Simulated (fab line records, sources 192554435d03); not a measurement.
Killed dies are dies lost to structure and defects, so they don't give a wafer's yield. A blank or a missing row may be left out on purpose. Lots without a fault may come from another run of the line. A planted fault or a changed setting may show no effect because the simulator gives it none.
One fault seen from 3 desks | flow n5_finfet | each desk has only its own numbers; what lay behind them comes last

THE METROLOGY DESK
What the gauges read, lot by lot, whatever tool the lot ran on: means of the sampled wafers that have a number. A lot is out of limits, marked OUT, if its mean lies more than 4 standard deviations from the usual mean; the brackets give that distance. Of its 11 readings 7 are shown: those that lie furthest out on some lot.
Columns: A = M2_RS at N5_BEOL_M2_RS_MEAS_58, usual 0.70 ohm/sq; B = DIBL_N at N5_BEOL_M4_RC_MEAS_101, usual 37.0 mV/V; C = IOFF_N at N5_BEOL_M4_RC_MEAS_101, usual 0.17 nA/um; D = IOFF_P at N5_BEOL_M4_RC_MEAS_101, usual 0.23 nA/um; E = ION_P at N5_BEOL_M4_RC_MEAS_101, usual 460 uA/um; F = SS_P at N5_BEOL_M4_RC_MEAS_101, usual 73.6 mV/dec; G = VT_P at N5_BEOL_M4_RC_MEAS_101, usual -250 mV
lot  | first seen here | A    | B    | C    | D    | E   | F    | G
L459 | day 6 23:56     | 0.76 | 40.4 | 0.25 | 0.31 | 471 | 74.9 | -247
L461 | day 7 11:23     | 0.74 | 36.8 | 0.17 | 0.23 | 460 | 73.8 | -251
L463 | day 7 22:35     | 0.70 | 36.6 | 0.16 | 0.24 | 469 | 73.4 | -248
L464 | day 8 02:02     | 0.71 | 37.1 | 0.20 | 0.28 | 469 | 73.0 | -246
L465 | day 8 13:09     | 0.69 | 37.7 | 0.20 | 0.24 | 468 | 73.9 | -252
L466 | day 8 17:46     | 0.69 | 38.3 | 0.20 | 0.21 | 457 | 74.4 | -255
L476 | day 11 07:54    | 0.72 | 35.7 | 0.13 | 0.16 | 447 | 72.9 | -255
L477 | day 11 13:08    | 0.69 | 33.8 | 0.14 | 0.16 | 451 | 72.7 | -256
L478 | day 11 16:17    | 0.74 | 36.2 | 0.15 | 0.19 | 459 | 72.8 | -252
This desk's finding: nothing out of limits on any of the 9 lots.

THE DEFECT DESK
What the inspections along the route counted, lot by lot: means of the sampled wafers that have a number. A lot is out of limits, marked OUT, if its mean lies more than 4 standard deviations from the usual mean; the brackets give that distance.
Columns: A = raw_defect_count at N5_BEOL_M2_INSPECT_59, usual 64
lot  | first seen here | A
L459 | day 6 23:58     | 56
L461 | day 7 11:24     | 53
L463 | day 7 22:37     | 95
L464 | day 8 02:04     | 54
L465 | day 8 13:10     | 94
L466 | day 8 17:47     | 45
L476 | day 11 07:55    | 98
L477 | day 11 13:10    | 46
L478 | day 11 16:19    | 52
This desk's finding: nothing out of limits on any of the 9 lots.

THE TOOL OWNER'S DESK: pecvd-03
The tool's own readings at N5_BEOL_M2_PECVD_72 (deposits SiO2 from TEOS/O2, target thk 16 nm, time 18 s): means of the sampled wafers that have a number, for each lot that ran on this tool. A lot is out of limits, marked OUT, if its mean lies more than 4 standard deviations from the usual mean; the brackets give that distance.
Columns: A = chamber_pressure_Torr at N5_BEOL_M2_PECVD_72, usual 5.500 Torr; B = heater_power_w at N5_BEOL_M2_PECVD_72, usual 748 W; C = showerhead_plenum_p_Torr at N5_BEOL_M2_PECVD_72, usual 8.79 Torr; D = throttle_valve_pct at N5_BEOL_M2_PECVD_72, usual 22.6 %
lot  | first seen here | A     | B   | C    | D
L459 | day 6 09:44     | 5.498 | 761 | 8.77 | 22.4
L461 | day 7 00:16     | 5.509 | 750 | 8.74 | 22.6
L463 | day 7 15:19     | 5.492 | 725 | 8.77 | 22.3
L464 | day 7 16:44     | 5.498 | 695 | 8.75 | 22.7
L465 | day 7 23:27     | 5.508 | 673 | 8.79 | 22.5
L466 | day 8 02:21     | 5.501 | 701 | 8.77 | 22.3
L477 | day 11 01:14    | 5.498 | 798 | 8.79 | 22.6
L478 | day 11 04:08    | 5.491 | 711 | 8.76 | 21.9
This desk's finding: nothing out of limits on any of the 8 lots.

PUT TOGETHER
The metrology desk saw nothing out of limits.
The defect desk saw nothing out of limits.
The tool owner's desk saw nothing out of limits.

WHAT THE SIMULATOR HAD PUT IN
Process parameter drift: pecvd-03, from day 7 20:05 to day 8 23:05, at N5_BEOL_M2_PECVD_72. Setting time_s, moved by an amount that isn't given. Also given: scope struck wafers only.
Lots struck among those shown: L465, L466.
